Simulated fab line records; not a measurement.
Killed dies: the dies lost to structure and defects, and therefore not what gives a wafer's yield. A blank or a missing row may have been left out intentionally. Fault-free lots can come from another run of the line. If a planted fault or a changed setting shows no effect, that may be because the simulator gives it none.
8D (eight disciplines) problem report, filled in by code :: flow n5_finfet :: the parts of the form that need people (team, actions taken, sign-off) are left out

1. THE ISSUE
Mean of raw_defect_count at N5_STI_FIN_REVEAL_INSPECT_13: 518 across 4 wafers in 2 lots; on wafers with no fault it is 12 (standard deviation 5.4). That is +94 standard deviations from the usual mean.
The step: inspects for defects (darkfield).
First seen on wafer L668.2, day 4 13:03, on defect_inspect-01. Wafers with a number at this step in the record: 26, from 9 lots. Rule for "out" (also "out of limits"): further than 4 standard deviations from the usual mean. All remaining wafers that have a number are taken as sound.

2. WHAT IT IS, AND WHAT IT ISN'T
question: which readings at this step
is: raw_defect_count
is not: -

question: which lots
is: L668, L670
is not: L660, L663, L666, L672, L681, L682, L683

question: which wafers of those lots
is: L668.2, L668.5, L670.2, L670.3
is not: L668.1, L670.5

question: read on which gauges
is: defect_inspect-01, defect_inspect-02
is not: -

question: when
is: from day 4 13:03
is not: up to then (10 sound wafers); but 12 sound wafers of L670, L672, L681, L682, L683 came after

3. WHAT RULES OUT EACH SUSPECT
Counting: any tool at a process step up to the reading remains a suspect provided it ran every lot that is out. Sound lots after the first of them don't rule it out here, since some wafers of a struck lot are sound.
- the gauge at N5_STI_FIN_REVEAL_INSPECT_13 is ruled out. 2 gauges (defect_inspect-01, defect_inspect-02) read the wafers that are out.
- vapor_etch-02 at N5_STI_FIN_REVEAL_RECESS_09 (chemistry HF/NH3, target SiO2, afs cycles 11, target depth 42.5 nm, sublimation time 60 s): kept. Ran every lot that is out, first one L668 (day 4 10:16); last sound lot up to then L663 (day 3 06:32).
- Within vapor_etch-02 at N5_STI_FIN_REVEAL_RECESS_09, the wafers that are out were processed in chamber 0 and their sound lot-mates in chamber 1.
Remaining after the count: vapor_etch-02 at N5_STI_FIN_REVEAL_RECESS_09.

4. THE CAUSE (what the simulator had put in)
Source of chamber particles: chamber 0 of vapor_etch-02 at N5_STI_FIN_REVEAL_RECESS_09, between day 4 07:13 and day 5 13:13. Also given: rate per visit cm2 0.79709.
Only this tool survived the counting.

5. SEQUENCE OF EFFECTS, ordered by route
Each row: a reading where the mean over the struck wafers with a number is more than 3 standard deviations away from the usual. Only readings whose record carries a usual standard deviation are examined. hours: median over the lots of the time between each lot's start at the first step of this table that gives one and its start at this step. sigmas: the change, counted in usual standard deviations.
hours: 0
step: N5_STI_FIN_REVEAL_INSPECT_13
reading: raw_defect_count
usual: 12
on struck wafers: 518
change: +506
sigmas: +94

hours: 233
step: N5_PASSIVATION_PROBE_49
reading: defect_limited_yield
usual: 91.2 %
on struck wafers: 85.1
change: -6.1
sigmas: -3.8

hours: 233
step: N5_PASSIVATION_PROBE_49
reading: killed_at_front_end
usual: 43
on struck wafers: 116
change: +73
sigmas: +5.6

hours: 233
step: N5_PASSIVATION_PROBE_49
reading: killed_dies
usual: 104
on struck wafers: 176
change: +72
sigmas: +4.0

hours: 233
step: N5_PASSIVATION_PROBE_49
reading: killed_on_rim
usual: 14
on struck wafers: 30
change: +16
sigmas: +3.4

hours: 233
step: N5_PASSIVATION_PROBE_49
reading: sort_bin_5_function
usual: 5.1 %
on struck wafers: 8.8
change: +3.7
sigmas: +3.4

hours: 233
step: N5_PASSIVATION_PROBE_49
reading: sort_n_pass
usual: 1076
on struck wafers: 1004
change: -72
sigmas: -4.0

hours: 233
step: N5_PASSIVATION_PROBE_49
reading: sort_yield_pct
usual: 91.2 %
on struck wafers: 85.1
change: -6.1
sigmas: -3.8
Process steps it contains:
- N5_PASSIVATION_PROBE_49
At these later measuring or inspecting steps, every struck wafer for which the step has a row has a number for every such reading, and none has moved that far: N5_BEOL_M4_RC_MEAS_101.

6. HOW IT WOULD HAVE BEEN CAUGHT EARLIER
6 hours passed between the start of the fault at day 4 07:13 and the first reading out of limits at a measuring or inspecting step in this record, taken at day 4 13:03.
No tool reading at N5_STI_FIN_REVEAL_RECESS_09 that has a usual standard deviation in the record was out on any struck wafer, so an alarm limit of 4 standard deviations on those readings would not have fired.
Lots out: 2; of these, L670 started N5_STI_FIN_REVEAL_RECESS_09 on vapor_etch-02 after day 4 13:03. It would have been spared by a hold on the tool at that moment.
